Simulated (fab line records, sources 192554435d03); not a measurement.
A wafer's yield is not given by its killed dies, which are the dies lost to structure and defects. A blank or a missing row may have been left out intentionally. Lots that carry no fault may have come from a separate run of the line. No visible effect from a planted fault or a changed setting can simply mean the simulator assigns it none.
fab line records	flow n5_finfet
record lots=10	wafers=30	last_day=17
route steps=1938 shown HKMG_FIN@385 BEOL_M4@1100 PASSIVATION@1936
lots that met no fault: from a run of the same line without faults
start_h: start of the lot's first displayed wafer, in hours after the record's first day	wait_h: hours from the lot's prior step to this one	" the same as in the row above	L1.1+2: several wafers, shown together as one row	- either no value or no given start	* or withheld: withheld	< > ~ a bound
route shown NAME@n: a module of which the file shows steps, and the number in the route of the first	usual: mean/standard deviation of fault-free wafers	same: alike in all rows	chamber/n: place in a boat	sites: each site's reading	_std_site: the values' standard deviation	_edge_site: inner sites' mean taken away from outer sites' mean	radius_mm: how far each site lies from the wafer's centre	mask NAME#n: copy n	behind: the most recent tool/chamber to have shaped the wafer	hold: why the lot was held/for how many hours/how that ended	device: names the non-switching transistor (n, p or np)	end of line: tests run on the same wafers once the route is complete	a step with no rows: only its recipe	killed: not the wafer's yield, but the dies lost to structure and defects at the first sort	map: shows each die of a wafer: x if killed, . if not, _ if none is there
set.NAME: the run value of the setting; set.NAME@STEP: its run value at that earlier step	model.NAME: the simulator's own value behind a step, which no gauge read
the route's steps for a sample of lots (tables are steps, rows are wafers)
services: a tool's chamber out of use, with start hour (start_h, from the record's first day; less than 0 if before it), hours out, and reason
## steps
# step N5_HKMG_FIN_IL_REGROW_00
# recipe material=SiO2	target_thk_a=7.5	chemistry=O3	temp_c=withheld	time_s=30
lot.wafer	tool	chamber	start_h	wait_h
L482.1+3+4	ald_hk-03	3,0,2	76.58	0.0
L485.2+3+6	ald_hk-03	0,3,1	95.48	0.0
L484.2+5+6	ald_hk-02	0,1,2	98.09	0.0
L488.3+4+5	ald_hk-03	1,2,3	114.90	0.0
L492.1+3+4	ald_hk-03	1,0,2	139.88	0.0
L493.1+2+4	ald_hk-03	0,1,3	146.27	0.0
L494.2+4+6	ald_hk-03	0,1,1	149.25	0.0
L495.1+3+4	ald_hk-02	2,1,0	156.47	0.0
L496.1+3+6	ald_hk-03	1,2,1	158.98	0.0
L503.1+4+5	ald_hk-02	2,0,0	205.57	0.0
# step N5_BEOL_M4_SPUTTER_96
# recipe material=Cu	target_thk_a=45	temp_c=-20	chamber_pressure_pa=0.07	power_w=withheld	time_s=8.29
# usual throttle_valve_pct=29.9/1
lot.wafer	tool	chamber	start_h	wait_h	throttle_valve_pct
L482.1	pvd_sputter-01	-	192.82	0.1	27.3
L482.3	"	-	"	"	29.9
L482.4	"	-	"	"	30.3
L485.2	pvd_sputter-03	-	205.68	0.1	29.7
L485.3	"	-	"	"	29.5
L485.6	"	-	"	"	30.7
L488.3	pvd_sputter-02	-	221.35	0.1	30.0
L488.4	"	-	"	"	30.2
L488.5	"	-	"	"	30.4
L484.2	pvd_sputter-03	-	226.10	0.1	31.3
L484.5	"	-	"	"	30.4
L484.6	"	-	"	"	31.6
L492.1	pvd_sputter-01	-	249.81	0.1	30.3
L492.3	"	-	"	"	29.8
L492.4	"	-	"	"	27.4
L493.1	pvd_sputter-01	-	252.45	0.1	30.4
L493.2	"	-	"	"	30.4
L493.4	"	-	"	"	27.4
L495.1	pvd_sputter-01	-	258.72	0.1	30.3
L495.3	"	-	"	"	27.8
L495.4	"	-	"	"	29.6
L494.2	pvd_sputter-02	-	261.41	0.1	28.6
L494.4	"	-	"	"	30.1
L494.6	"	-	"	"	30.1
L496.1	pvd_sputter-03	-	275.18	0.1	30.5
L496.3	"	-	"	"	29.7
L496.6	"	-	"	"	30.7
L503.1	pvd_sputter-03	-	305.86	0.1	31.7
L503.4	"	-	"	"	29.3
L503.5	"	-	"	"	29.6
# step N5_BEOL_M4_ANNEAL_51
# recipe temp_c=225	time_s=90	ambient=N2
# usual wafer_temp_C_max=226.02/0.21
lot.wafer	tool	chamber	start_h	wait_h	wafer_temp_C_max
L482.1	rtp_anneal-01	0	193.02	0.1	226.07
L482.3	"	0	"	"	225.81
L482.4	"	0	"	"	225.83
L485.2	rtp_anneal-02	0	205.92	0.1	226.11
L485.3	"	0	"	"	226.24
L485.6	"	0	"	"	226.18
L488.3	rtp_anneal-01	0	221.64	0.1	226.14
L488.4	"	0	"	"	225.84
L488.5	"	0	"	"	225.84
L484.2	rtp_anneal-02	0	226.34	0.1	225.75
L484.5	"	0	"	"	225.91
L484.6	"	0	"	"	225.94
L492.1	rtp_anneal-01	0	250.06	0.1	226.09
L492.3	"	0	"	"	226.10
L492.4	"	0	"	"	226.11
L493.1	rtp_anneal-02	0	252.65	0.1	225.92
L493.2	"	0	"	"	225.78
L493.4	"	0	"	"	226.25
L495.1	rtp_anneal-01	0	258.92	0.1	226.02
L495.3	"	0	"	"	225.87
L495.4	"	0	"	"	225.98
L494.2	rtp_anneal-02	0	261.66	0.1	226.24
L494.4	"	0	"	"	226.14
L494.6	"	0	"	"	226.15
L496.1	rtp_anneal-02	0	275.40	0.1	225.71
L496.3	"	0	"	"	226.05
L496.6	"	0	"	"	226.20
L503.1	rtp_anneal-02	0	306.06	0.1	225.94
L503.4	"	0	"	"	225.77
L503.5	"	0	"	"	226.22
# step N5_BEOL_M4_PRE_CLEAN_60
# recipe gas=NH3/H2	time_s=15	temp_c=*	rf_power_w=300
# usual heater_power_w=70/20
lot.wafer	tool	chamber	start_h	wait_h	heater_power_w
L482.1	cvd_co-01	0	193.64	0.0	52
L482.3	"	1	"	"	82
L482.4	"	0	"	"	52
L485.2	cvd_co-01	0	206.50	0.0	53
L485.3	"	1	"	"	83
L485.6	"	0	"	"	53
L488.3	cvd_co-02	1	222.18	0.0	43
L488.4	"	0	"	"	98
L488.5	"	1	"	"	43
L484.2	cvd_co-01	0	229.61	0.0	53
L484.5	"	1	"	"	81
L484.6	"	0	"	"	53
L492.1	cvd_co-02	2	250.69	0.0	66
L492.3	"	1	"	"	42
L492.4	"	0	"	"	100
L493.1	cvd_co-02	2	253.28	0.0	67
L493.2	"	0	"	"	98
L493.4	"	0	"	"	99
L495.1	cvd_co-02	0	259.56	0.1	100
L495.3	"	1	"	"	44
L495.4	"	1	"	"	43
L494.2	cvd_co-02	0	262.24	0.0	98
L494.4	"	1	"	"	41
L494.6	"	2	"	"	65
L496.1	cvd_co-01	1	276.03	0.0	82
L496.3	"	2	"	"	82
L496.6	"	2	"	"	81
L503.1	cvd_co-02	1	306.97	0.0	42
L503.4	"	2	"	"	67
L503.5	"	1	"	"	44
# step N5_BEOL_M4_RC_MEAS_101
# usual DIBL_N=35.3/1.5	DIBL_P=35.3/1.9	EOT_N=10.56/0.088	EOT_P=10.52/0.095	IGATE_N=0.0118/0.0015	IGATE_P=0.0035/0.00045	IOFF_N=0.145/0.027	IOFF_P=0.20/0.033	ION_N=670/12	ION_P=462/6.8	SS_N=71.3/0.6	SS_P=73.1/0.7	VT_N=251/3.4	VT_P=-251/3.2
lot.wafer	tool	chamber	start_h	wait_h	DIBL_N[mV/V]	DIBL_P[mV/V]	EOT_N	EOT_P	IGATE_N[nA/um]	IGATE_P[nA/um]	IOFF_N[nA/um]	IOFF_P[nA/um]	ION_N[uA/um]	ION_P[uA/um]	SS_N[mV/dec]	SS_P[mV/dec]	VT_N[mV]	VT_P[mV]
L482.1	prober-01	0	193.92	0.0	35.0	35.7	10.60	10.54	0.0102	0.0031	0.138	0.18	659	450	71.0	73.1	254	-253
L482.3	"	0	"	"	36.3	38.0	10.55	10.47	0.0118	0.0036	0.166	0.21	680	460	71.8	74.1	249	-251
L482.4	"	0	"	"	36.2	37.4	10.61	10.49	0.0123	0.0038	0.154	0.20	666	455	71.5	73.9	251	-251
L485.2	prober-02	0	206.93	0.2	34.1	32.8	10.63	10.53	0.0109	0.0033	0.123	0.19	667	463	70.3	72.7	251	-251
L485.3	"	0	"	"	35.1	32.7	10.69	10.61	0.0110	0.0032	0.135	0.19	666	460	70.8	72.9	249	-251
L485.6	"	0	"	"	35.1	32.5	10.66	10.67	0.0095	0.0028	0.121	0.18	654	452	70.6	72.9	253	-252
L488.3	prober-01	0	222.77	0.3	34.0	34.3	10.53	10.51	0.0145	0.0044	0.135	0.19	681	471	70.8	72.8	251	-250
L488.4	"	0	"	"	35.1	34.7	10.65	10.61	0.0108	0.0033	0.151	0.20	682	466	70.5	72.7	246	-248
L488.5	"	0	"	"	34.4	34.0	10.50	10.63	0.0121	0.0036	0.135	0.19	681	467	70.9	71.7	252	-250
L484.2	prober-01	0	230.05	0.2	35.8	34.8	10.49	10.43	0.0118	0.0036	0.142	0.18	673	457	71.2	73.5	251	-254
L484.5	"	0	"	"	35.6	35.3	10.46	10.43	0.0139	0.0042	0.137	0.19	672	461	70.9	73.3	252	-252
L484.6	"	0	"	"	35.3	34.3	10.55	10.47	0.0117	0.0036	0.125	0.17	665	460	70.9	73.4	255	-255
L492.1	prober-01	0	250.96	0.0	34.0	34.9	10.62	10.57	0.0099	0.0029	0.120	0.19	654	458	70.6	72.7	256	-250
L492.3	"	0	"	"	31.6	31.7	10.51	10.48	0.0127	0.0037	0.090	0.15	637	446	70.3	72.0	260	-251
L492.4	"	0	"	"	35.0	35.7	10.60	10.54	0.0120	0.0035	0.139	0.20	672	465	70.4	73.0	252	-249
L493.1	prober-02	0	253.58	0.0	38.1	38.5	10.53	10.58	0.0114	0.0034	0.190	0.24	674	465	71.6	74.1	246	-246
L493.2	"	0	"	"	34.4	35.4	10.63	10.68	0.0101	0.0030	0.132	0.20	662	463	70.5	73.4	251	-251
L493.4	"	0	"	"	34.9	35.4	10.65	10.52	0.0105	0.0031	0.134	0.20	651	452	72.0	72.8	250	-250
L495.1	prober-01	0	259.88	0.0	36.2	36.4	10.60	10.62	0.0106	0.0032	0.143	0.19	669	458	71.5	73.0	250	-252
L495.3	"	0	"	"	34.2	35.0	10.51	10.47	0.0121	0.0037	0.112	0.17	657	459	71.6	72.5	255	-251
L495.4	"	0	"	"	35.7	36.0	10.59	10.58	0.0109	0.0034	0.139	0.19	677	465	70.9	73.7	251	-252
L494.2	prober-02	0	262.70	0.2	35.4	36.4	10.57	10.46	0.0112	0.0033	0.139	0.19	662	460	71.7	73.9	252	-250
L494.4	"	0	"	"	32.2	32.2	10.28	10.24	0.0173	0.0052	0.093	0.14	655	453	71.1	72.2	257	-254
L494.6	"	0	"	"	31.9	32.1	10.35	10.28	0.0195	0.0057	0.099	0.14	669	453	70.8	72.5	257	-256
L496.1	prober-02	0	276.42	0.0	34.1	33.5	10.28	10.20	0.0214	0.0065	0.117	0.16	676	465	71.2	73.1	255	-252
L496.3	"	0	"	"	36.7	36.2	10.51	10.38	0.0118	0.0036	0.153	0.20	669	456	71.5	73.5	251	-252
L496.6	"	0	"	"	33.4	32.6	10.25	10.01	0.0261	0.0080	0.110	0.15	676	468	70.9	72.4	254	-256
L503.1	prober-02	0	307.25	0.0	36.9	37.1	10.57	10.62	0.0099	0.0030	0.151	0.21	667	460	71.1	73.5	248	-249
L503.4	"	0	"	"	35.1	34.1	10.61	10.59	0.0107	0.0033	0.120	0.18	663	465	71.8	72.4	254	-250
L503.5	"	0	"	"	37.1	36.7	10.38	10.56	0.0122	0.0037	0.148	0.22	658	456	71.5	73.8	250	-248
# step N5_PASSIVATION_PROBE_49
# usual defect_limited_yield=91.2/1.5	killed_at_M0_to_M3=34/11	killed_at_M4_up=14/5.4	killed_at_contacts=12/5.9	killed_at_front_end=40/12	killed_at_other=4/3.3	killed_dies=103/18	killed_open=68/13	killed_short=34/7.5	sort_bin_5_function=5.1/1	sort_bin_6_memory=3.3/0.7	sort_bin_8_speed=0.03/0.27	sort_n_pass=1076/18	sort_yield_pct=91.2/1.5
# same gross_dies=1180	killed_at_back_side=0	sort_bin_4_leakage[%]=0
lot.wafer	tool	chamber	start_h	wait_h	defect_limited_yield[%]	killed_at_M0_to_M3	killed_at_M4_up	killed_at_contacts	killed_at_front_end	killed_at_other	killed_dies	killed_open	killed_short	sort_bin_5_function[%]	sort_bin_6_memory[%]	sort_bin_8_speed[%]	sort_n_pass	sort_yield_pct[%]
L496.1	prober-02	-	391.06	0.0	91.3	25	8	5	59	6	103	72	31	5.8	2.9	0	1077	91.3
L496.3	prober-02	-	391.16	0.1	90.4	35	14	15	46	3	113	75	37	5.3	4.2	0	1067	90.4
L496.6	prober-02	-	391.31	0.3	92.0	26	18	3	45	2	94	67	26	5.9	1.8	0	1086	92.0
# killed by level:class
L496.1 STI_FIN_REVEAL:geometric_particle:open=17 FIN_SAQP:geometric_particle:open=9 BEOL_M3:geometric_particle:open=9 FIN_SAQP:geometric_particle:short=7 DUMMY_GATE:geometric_particle:open=7 STI_FIN_REVEAL:geometric_particle:short=6 MOL_CONTACT_COAG:geometric_particle:open=4 BEOL_M1:geometric_particle:open=4
L496.3 FIN_SAQP:geometric_particle:open=13 STI_FIN_REVEAL:geometric_particle:open=12 BEOL_M2:geometric_particle:open=12 FIN_SAQP:geometric_particle:short=10 MOL_CONTACT_COAG:geometric_particle:open=10 BEOL_M3:geometric_particle:open=7 MOL_CONTACT_COAG:geometric_particle:short=5 BEOL_M4:geometric_particle:open=5
L496.6 STI_FIN_REVEAL:geometric_particle:open=10 DUMMY_GATE:geometric_particle:open=9 BEOL_M4:geometric_particle:open=8 BEOL_M3:geometric_particle:open=6 FIN_SAQP:geometric_particle:open=5 BEOL_M2:geometric_particle:open=5 FIN_SAQP:geometric_particle:short=4 FIN_CUT:geometric_particle:short=4
## services
tool	chamber	start_h	hours	kind
cvd_co-01	-	57.90	2.6	repair
cvd_co-02	-	102.63	0.3	repair
cvd_co-02	1	114.67	-	clean
cvd_co-02	1	114.67	22.0	scheduled_down
cvd_co-02	1	114.67	22.0	vent_cycle
pvd_sputter-03	-	152.30	1.4	repair
cvd_co-02	0	183.96	5.5	repair
rtp_anneal-01	-	190.38	1.0	pm
cvd_co-02	2	191.18	10.4	repair
cvd_co-01	-	194.75	0.4	repair
ald_hk-03	-	198.77	0.3	repair
cvd_co-01	-	238.04	2.7	repair
rtp_anneal-02	-	238.78	2.8	pm
cvd_co-02	-	263.99	6.9	pm
ald_hk-02	-	264.48	8.7	pm
cvd_co-02	1	271.56	2.1	repair
pvd_sputter-02	-	281.96	0.5	repair
ald_hk-02	-	285.93	5.7	repair
cvd_co-01	1	296.73	4.2	repair
## key
first_sign step=N5_BEOL_M4_RC_MEAS_101	reading=IGATE_P	direction=up	sigmas=6.1	usual=0.0035	struck=0.0063
effect step=N5_BEOL_M4_RC_MEAS_101	reading=IGATE_N	direction=up	sigmas=6	usual=0.0118	struck=0.0211
effect step=N5_BEOL_M4_RC_MEAS_101	reading=EOT_P	direction=down	sigmas=3.5	usual=10.52	struck=10.18
effect step=N5_BEOL_M4_RC_MEAS_101	reading=EOT_N	direction=down	sigmas=3	usual=10.56	struck=10.29
met_at N5_HKMG_FIN_IL_REGROW_00
struck_lots L494,L496
struck_wafers L494.4,L494.6,L496.1,L496.6
not_acting_at N5_BEOL_M4_SPUTTER_96,N5_BEOL_M4_ANNEAL_51,N5_BEOL_M4_PRE_CLEAN_60
onset_between 146.27 149.25
fault kind=process_parameter_drift	tool=ald_hk-03	chamber=1	onset_h=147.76	steps=N5_HKMG_FIN_IL_REGROW_00	channel=time_s	offset=*	shape=step	end_h=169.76	stated=*
